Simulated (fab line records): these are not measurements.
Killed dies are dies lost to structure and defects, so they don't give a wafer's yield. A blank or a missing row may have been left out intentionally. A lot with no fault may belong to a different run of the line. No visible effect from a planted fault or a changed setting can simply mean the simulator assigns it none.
Which tool was responsible?	flow n5_finfet	24 lots with 72 wafers sampled at 6 steps, on a route of 1938 steps

WHAT THE GAUGES READ, wafer by wafer
N5_DUMMY_GATE_CD_MEAS_50 targets a cd of 14 nm.
lot	measured	on	cd_nm (nm)
L074	day 2 22:28	cd_sem-02	14.3 14.4 14.6
L075	day 3 03:23	cd_sem-02	13.9 14.0 14.4
L076	day 3 13:15	cd_sem-02	14.3 13.9 14.3
L077	day 3 16:54	cd_sem-02	14.1 13.8 13.7
L078	day 4 02:15	cd_sem-03	13.9 14.4 14.0
L079	day 4 04:06	cd_sem-03	13.8 14.0 13.8
L080	day 4 12:38	cd_sem-01	13.5 13.6 14.0
L081	day 4 20:14	cd_sem-03	14.1 14.0 14.3
L082	day 5 00:57	cd_sem-01	13.9 13.8 13.9
L083	day 5 08:50	cd_sem-02	13.7 13.8 13.5
L084	day 5 17:19	cd_sem-02	13.7 13.9 13.9
L085	day 6 03:29	cd_sem-03	13.8 14.1 14.1
L086	day 6 07:17	cd_sem-02	13.9 13.6 14.5
L087	day 6 11:36	cd_sem-02	14.2 14.5 14.4
L088	day 6 13:19	cd_sem-02	14.3 13.9 13.5
L089	day 6 19:49	cd_sem-03	13.9 13.4 13.9
L090	day 6 22:47	cd_sem-03	14.4 13.9 14.0
L091	day 7 06:33	cd_sem-03	13.9 13.9 14.1
L092	day 7 10:03	cd_sem-03	13.8 14.2 14.1
L093	day 7 18:11	cd_sem-03	13.8 13.7 13.9
L094	day 8 02:38	cd_sem-03	14.0 13.6 13.5
L095	day 8 07:27	cd_sem-02	13.9 14.5 13.8
L096	day 8 13:04	cd_sem-01	13.5 14.1 14.1
L097	day 8 17:00	cd_sem-02	14.5 13.8 14.0

N5_SPACER0_INSPECT_04: inspects for defects (darkfield).
lot	measured	on	raw_defect_count
L074	day 2 23:51	defect_inspect-02	124 91 131
L075	day 3 05:18	defect_inspect-02	137 168 150
L076	day 3 14:39	defect_inspect-02	205 177 200
L077	day 3 18:17	defect_inspect-01	114 132 133
L078	day 4 03:38	defect_inspect-02	193 115 137
L079	day 4 05:32	defect_inspect-01	89 103 133
L080	day 4 15:46	defect_inspect-01	124 75 127
L081	day 4 22:57	defect_inspect-01	185 143 132
L082	day 5 06:05	defect_inspect-01	122 177 137
L083	day 5 10:27	defect_inspect-01	158 156 203
L084	day 5 19:40	defect_inspect-01	214 211 187
L085	day 6 05:21	defect_inspect-02	135 196 121
L086	day 6 08:48	defect_inspect-01	177 165 154
L087	day 6 13:06	defect_inspect-01	136 128 120
L088	day 6 14:41	defect_inspect-01	158 115 110
L089	day 6 21:28	defect_inspect-01	176 146 182
L090	day 7 00:48	defect_inspect-02	141 101 135
L091	day 7 08:43	defect_inspect-02	141 136 171
L092	day 7 11:26	defect_inspect-02	184 159 151
L093	day 7 19:37	defect_inspect-02	189 102 127
L094	day 8 04:02	defect_inspect-02	115 156 106
L095	day 8 08:50	defect_inspect-02	192 211 261
L096	day 8 14:38	defect_inspect-01	134 211 137
L097	day 8 18:53	defect_inspect-02	155 167 165

WHICH TOOL RAN EACH LOT (tool, then ch and the chambers of the sampled wafers, then the start)
lot	N5_STI_FIN_REVEAL_ALD_14	N5_DUMMY_GATE_ETCH_29	N5_DUMMY_GATE_ETCH_37	N5_DUMMY_GATE_STRIP_48
L074	ald_sin-04 ch 0,1, day 2 04:24	rie_diel-04 ch 1,2,3, day 2 22:09	rie_diel-04 ch 1,2,3, day 2 22:14	rie_diel-06 ch 1,2, day 2 23:03
L075	ald_sin-04 ch 1,3, day 2 09:28	rie_diel-02 ch 0,1,2, day 3 03:04	rie_diel-02 ch 0,1,2, day 3 03:09	rie_diel-02 ch 0,1,3, day 3 04:13
L076	ald_sin-03 ch 0,2, day 2 16:16	rie_diel-02 ch 0,1,2, day 3 12:56	rie_diel-02 ch 0,1,2, day 3 13:01	rie_diel-02 ch 0,1, day 3 13:51
L077	ald_sin-01 ch 1,2,3, day 2 22:31	rie_diel-04 ch 1,3, day 3 16:35	rie_diel-04 ch 1,3, day 3 16:40	rie_diel-04 ch 0,1,3, day 3 17:29
L078	ald_sin-01 ch 0,1,3, day 3 04:40	rie_diel-06 ch 0,1,2, day 4 01:56	rie_diel-06 ch 0,1,2, day 4 02:01	rie_diel-06 ch 0,1,2, day 4 02:50
L079	ald_sin-01 ch 1,2,3, day 3 10:25	rie_diel-04 ch 1,2, day 4 03:46	rie_diel-04 ch 1,2, day 4 03:51	rie_diel-04 ch 1,3, day 4 04:44
L080	ald_sin-01 ch 0,3, day 3 16:07	rie_diel-04 ch 1,2,3, day 4 12:19	rie_diel-04 ch 1,2,3, day 4 12:23	rie_diel-02 ch 1,3, day 4 13:19
L081	ald_sin-01 ch 1,2, day 3 22:01	rie_diel-06 ch 0,3, day 4 19:56	rie_diel-06 ch 0,3, day 4 20:01	rie_diel-04 ch 1,3, day 4 20:56
L082	ald_sin-01 ch 1,2,3, day 4 04:38	rie_diel-04 ch 0,1, day 5 00:38	rie_diel-04 ch 0,1, day 5 00:43	rie_diel-04 ch 1,2,3, day 5 01:32
L083	ald_sin-04 ch 0,2,3, day 4 10:46	rie_diel-02 ch 0,1,2, day 5 08:31	rie_diel-02 ch 0,1,2, day 5 08:36	rie_diel-02 ch 0,2,3, day 5 09:39
L084	ald_sin-03 ch 1,2,3, day 4 21:04	rie_diel-02 ch 0,2,3, day 5 17:00	rie_diel-02 ch 0,2,3, day 5 17:05	rie_diel-06 ch 0,1,3, day 5 17:58
L085	ald_sin-03 ch 0,3, day 5 09:01	rie_diel-06 ch 0,3, day 6 03:04	rie_diel-06 ch 0,3, day 6 03:09	rie_diel-04 ch 0,2,3, day 6 04:05
L086	ald_sin-03 ch 0,1,2, day 5 10:48	rie_diel-04 ch 0,3, day 6 06:59	rie_diel-04 ch 0,3, day 6 07:04	rie_diel-02 ch 1,2, day 6 07:53
L087	ald_sin-01 ch 0,1,2, day 5 15:12	rie_diel-06 ch 1,2,3, day 6 11:16	rie_diel-06 ch 1,2,3, day 6 11:21	rie_diel-04 ch 1,3, day 6 12:19
L088	ald_sin-03 ch 0,1,2, day 5 18:07	rie_diel-06 ch 1,2, day 6 12:59	rie_diel-06 ch 1,2, day 6 13:04	rie_diel-02 ch 0,1, day 6 13:53
L089	ald_sin-03 ch 1,2,3, day 5 23:32	rie_diel-04 ch 0,1,2, day 6 19:28	rie_diel-04 ch 0,1,2, day 6 19:33	rie_diel-06 ch 0,2,3, day 6 20:24
L090	ald_sin-01 ch 0,1,2, day 6 04:34	rie_diel-02 ch 2,3, day 6 22:29	rie_diel-02 ch 2,3, day 6 22:34	rie_diel-06 ch 0,2, day 6 23:23
L091	ald_sin-01 ch 1,2,3, day 6 12:04	rie_diel-04 ch 0,1,3, day 7 06:14	rie_diel-04 ch 0,1,3, day 7 06:19	rie_diel-06 ch 0,1,3, day 7 07:14
L092	ald_sin-01 ch 0,1,3, day 6 15:51	rie_diel-04 ch 1,3, day 7 09:44	rie_diel-04 ch 1,3, day 7 09:49	rie_diel-02 ch 0,3, day 7 10:38
L093	ald_sin-01 ch 1,2, day 6 23:05	rie_diel-04 ch 0,1,3, day 7 17:52	rie_diel-04 ch 0,1,3, day 7 17:57	rie_diel-02 ch 0,3, day 7 18:49
L094	ald_sin-03 ch 1,2,3, day 7 08:11	rie_diel-04 ch 0,1,2, day 8 02:19	rie_diel-04 ch 0,1,2, day 8 02:24	rie_diel-02 ch 1,2,3, day 8 03:14
L095	ald_sin-01 ch 1,3, day 7 12:54	rie_diel-06 ch 0,2, day 8 07:08	rie_diel-06 ch 0,2, day 8 07:13	rie_diel-06 ch 0,2, day 8 08:02
L096	ald_sin-04 ch 2,3, day 7 19:07	rie_diel-06 ch 0,1, day 8 12:44	rie_diel-06 ch 0,1, day 8 12:49	rie_diel-02 ch 0,1,3, day 8 13:38
L097	ald_sin-03 ch 1,2, day 7 22:44	rie_diel-04 ch 0,1, day 8 16:41	rie_diel-04 ch 0,1, day 8 16:46	rie_diel-06 ch 2,3, day 8 17:35
- N5_STI_FIN_REVEAL_ALD_14: deposits Si3N4, target thk 3 nm.
- N5_DUMMY_GATE_ETCH_29: etches underlayer in N2/H2, target depth 13 nm.
- N5_DUMMY_GATE_ETCH_37: etches SOC in N2/H2, target depth 60 nm, overetch 30 nm.
- N5_DUMMY_GATE_STRIP_48: strips in N2/H2, time 20 s.

WHAT THE TOOLS THEMSELVES READ (means of the sampled wafers that have a number; where no wafer has one, the mark that the record gives instead)
N5_STI_FIN_REVEAL_ALD_14.
lot	tool	heater_power_w (W)
L074	ald_sin-04	781
L075	ald_sin-04	810
L076	ald_sin-03	907
L077	ald_sin-01	903
L078	ald_sin-01	864
L079	ald_sin-01	892
L080	ald_sin-01	1018
L081	ald_sin-01	771
L082	ald_sin-01	878
L083	ald_sin-04	770
L084	ald_sin-03	879
L085	ald_sin-03	864
L086	ald_sin-03	916
L087	ald_sin-01	744
L088	ald_sin-03	909
L089	ald_sin-03	880
L090	ald_sin-01	748
L091	ald_sin-01	907
L092	ald_sin-01	881
L093	ald_sin-01	764
L094	ald_sin-03	865
L095	ald_sin-01	1045
L096	ald_sin-04	821
L097	ald_sin-03	908

N5_DUMMY_GATE_ETCH_29.
lot	tool	drypump_motor_current_A (A)	oes_product_au (a.u.)	rf_vpp_V (V)	showerhead_plenum_p_Torr (Torr)	throttle_valve_pct (%)
L074	rie_diel-04	5.84	0.71	522.1	2.48	18.03
L075	rie_diel-02	5.77	0.77	523.6	2.51	17.95
L076	rie_diel-02	5.78	0.78	523.3	2.51	17.96
L077	rie_diel-04	6.01	0.71	520.9	2.45	18.27
L078	rie_diel-06	5.86	0.74	527.3	2.63	17.99
L079	rie_diel-04	5.95	0.89	521.7	2.47	17.56
L080	rie_diel-04	5.86	0.81	521.6	2.48	17.90
L081	rie_diel-06	5.93	0.74	525.7	2.57	18.06
L082	rie_diel-04	5.98	0.76	524.6	2.58	18.26
L083	rie_diel-02	5.77	0.76	521.6	2.51	17.98
L084	rie_diel-02	5.65	0.75	523.7	2.54	17.95
L085	rie_diel-06	5.95	0.74	523.7	2.57	18.06
L086	rie_diel-04	5.59	0.75	524.4	2.57	18.22
L087	rie_diel-06	5.96	0.76	524.7	2.58	17.96
L088	rie_diel-06	5.84	0.74	525.8	2.64	18.00
L089	rie_diel-04	5.98	0.90	526.2	2.62	17.78
L090	rie_diel-02	5.51	0.71	524.5	2.56	17.96
L091	rie_diel-04	5.85	0.82	526.6	2.63	18.14
L092	rie_diel-04	5.72	0.81	523.7	2.58	18.12
L093	rie_diel-04	5.85	0.82	525.7	2.63	18.15
L094	rie_diel-04	5.97	0.88	525.9	2.62	17.81
L095	rie_diel-06	5.79	0.72	526.8	2.63	18.09
L096	rie_diel-06	5.93	0.69	525.5	2.61	17.99
L097	rie_diel-04	6.13	0.88	527.9	2.68	18.06

N5_DUMMY_GATE_ETCH_37.
lot	tool	drypump_motor_current_A (A)	oes_product_au (a.u.)	rf_vpp_V (V)	showerhead_plenum_p_Torr (Torr)	throttle_valve_pct (%)
L074	rie_diel-04	5.86	0.57	522.9	2.48	17.95
L075	rie_diel-02	5.77	0.62	523.1	2.51	17.89
L076	rie_diel-02	5.77	0.62	522.9	2.51	17.89
L077	rie_diel-04	6.00	0.56	520.8	2.45	18.19
L078	rie_diel-06	5.85	0.58	525.8	2.63	17.92
L079	rie_diel-04	5.96	0.70	521.6	2.47	17.49
L080	rie_diel-04	5.84	0.63	521.5	2.48	17.82
L081	rie_diel-06	5.93	0.59	525.2	2.57	17.98
L082	rie_diel-04	5.98	0.60	525.6	2.58	18.18
L083	rie_diel-02	5.78	0.61	522.9	2.51	17.91
L084	rie_diel-02	5.67	0.60	525.1	2.54	17.89
L085	rie_diel-06	5.95	0.59	524.8	2.57	18.00
L086	rie_diel-04	5.58	0.60	524.4	2.57	18.16
L087	rie_diel-06	5.97	0.61	525.6	2.58	17.89
L088	rie_diel-06	5.85	0.58	526.8	2.64	17.92
L089	rie_diel-04	5.98	0.70	526.0	2.62	17.72
L090	rie_diel-02	5.52	0.57	525.0	2.56	17.90
L091	rie_diel-04	5.87	0.64	525.5	2.63	18.06
L092	rie_diel-04	5.75	0.64	525.2	2.58	18.06
L093	rie_diel-04	5.87	0.64	526.2	2.63	18.07
L094	rie_diel-04	5.97	0.69	525.8	2.62	17.75
L095	rie_diel-06	5.79	0.57	526.4	2.63	18.02
L096	rie_diel-06	5.92	0.56	526.3	2.61	17.92
L097	rie_diel-04	6.13	0.69	528.0	2.68	17.99

N5_DUMMY_GATE_STRIP_48.
lot	tool	drypump_motor_current_A (A)	oes_product_au (a.u.)	rf_vpp_V (V)	showerhead_plenum_p_Torr (Torr)	throttle_valve_pct (%)
L074	rie_diel-06	5.84	0.76	46.3	3.51	12.30
L075	rie_diel-02	5.88	0.75	45.2	3.40	12.39
L076	rie_diel-02	6.04	0.78	45.1	3.38	12.36
L077	rie_diel-04	5.85	0.75	45.3	3.37	12.55
L078	rie_diel-06	5.87	0.74	45.5	3.49	12.37
L079	rie_diel-04	5.74	0.73	45.6	3.30	12.56
L080	rie_diel-02	5.82	0.72	45.2	3.39	12.46
L081	rie_diel-04	6.01	0.70	44.9	3.25	12.65
L082	rie_diel-04	5.83	0.80	44.7	3.29	12.24
L083	rie_diel-02	5.68	0.76	46.1	3.37	12.29
L084	rie_diel-06	6.01	0.75	45.8	3.41	12.33
L085	rie_diel-04	5.72	0.81	45.6	3.40	12.19
L086	rie_diel-02	5.72	0.75	45.4	3.32	12.36
L087	rie_diel-04	5.72	0.82	45.0	3.43	12.39
L088	rie_diel-02	5.97	0.74	45.1	3.35	12.45
L089	rie_diel-06	5.93	0.75	45.5	3.42	12.38
L090	rie_diel-06	5.82	0.72	45.6	3.50	12.44
L091	rie_diel-06	5.99	0.73	45.3	3.41	12.36
L092	rie_diel-02	5.93	0.74	45.6	3.40	12.43
L093	rie_diel-02	5.94	0.74	45.6	3.40	12.43
L094	rie_diel-02	5.63	0.72	45.7	3.35	12.38
L095	rie_diel-06	5.82	0.70	45.7	3.47	12.52
L096	rie_diel-02	5.87	0.71	45.2	3.38	12.48
L097	rie_diel-06	6.04	0.78	45.2	3.35	12.30

THE ANSWER, worked out from the rows above alone
Rule: what is usual is taken from the lots themselves. The widest of any qualifying gaps counts: lots, ordered by their means at a reading, are off when they make up no more than a third of the lots, leave a main group of 4 or more, and stand apart from it by 3 or more times the standard deviation of that group's means. Not used: any main group whose means are identical at the precision the tables above print for the reading. A lot without any number at a reading at which 4 lots or more have one is off too. The other lots that the step has rows for count as sound. Order of review: gauges by route order, followed by the tools' own readings, for which a lot's mean as printed above is used. The first step at which some lot is off is used, and at that step the reading that is off furthest; a lot without a number counts as furthest.
None of the lots is off at any reading shown; this tells nothing.

WHAT HAD BEEN PUT IN BY THE SIMULATOR
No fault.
